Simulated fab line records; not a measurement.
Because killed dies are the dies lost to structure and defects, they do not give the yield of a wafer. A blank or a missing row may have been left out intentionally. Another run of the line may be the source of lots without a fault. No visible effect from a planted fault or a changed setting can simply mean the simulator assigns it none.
Chamber matching || flow nand_harc || pecvd-02 running NHARC_A_STAIRCASE_DEP_322: 3 sister chambers
The step deposits SiO2, target thk 3800 nm. 3 wafers are shown with their chamber, then 7 later ones without.

EACH WAFER AND ITS CHAMBER
{"wafer": "L081.2", "chamber": 0, "rf_fwd_power_W (W)": 499.1}
{"wafer": "L085.5", "chamber": 1, "rf_fwd_power_W (W)": 497.9}
{"wafer": "L091.3", "chamber": 2, "rf_fwd_power_W (W)": 502.4}

WAFERS MISSING THEIR CHAMBER
{"wafer": "L091.6", "rf_fwd_power_W (W)": 496.9}
{"wafer": "L095.2", "rf_fwd_power_W (W)": 497.2}
{"wafer": "L095.3", "rf_fwd_power_W (W)": 499.3}
{"wafer": "L095.4", "rf_fwd_power_W (W)": 499.7}
{"wafer": "L097.4", "rf_fwd_power_W (W)": 499.2}
{"wafer": "L097.5", "rf_fwd_power_W (W)": 499.9}
{"wafer": "L097.6", "rf_fwd_power_W (W)": 500.2}

WHICH CHAMBER EACH WENT THROUGH
{"wafer": "L091.6", "from the rows above": "can't be placed: 1 or 0", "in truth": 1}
{"wafer": "L095.2", "from the rows above": "can't be placed: 1 or 0", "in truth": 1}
{"wafer": "L095.3", "from the rows above": "can't be placed: 0 or 1", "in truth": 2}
{"wafer": "L095.4", "from the rows above": "can't be placed: 0 or 1", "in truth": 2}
{"wafer": "L097.4", "from the rows above": "can't be placed: 0 or 1", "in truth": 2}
{"wafer": "L097.5", "from the rows above": "can't be placed: 0 or 1", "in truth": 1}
{"wafer": "L097.6", "from the rows above": "can't be placed: 0 or 2 or 1", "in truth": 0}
Correct placement for 0 of the 7. From these rows, 7 cannot be placed; in 4 the true chamber is one of the candidates. Number placed wrongly: 0.
How it was worked out, from the rows above alone: a wafer's distance from a chamber is the root of the sum, over the readings, of the square of ((its reading less the chamber's mean) divided by the reading's scatter). If the next closest chamber is less than 2 further off than the closest, the wafer can't be placed; otherwise it belongs to the closest. The mean given for a chamber averages the wafers shown for that chamber. The scatter: root of mean squared gap, hidden wafer to nearest shown wafer, with one shown wafer a chamber.
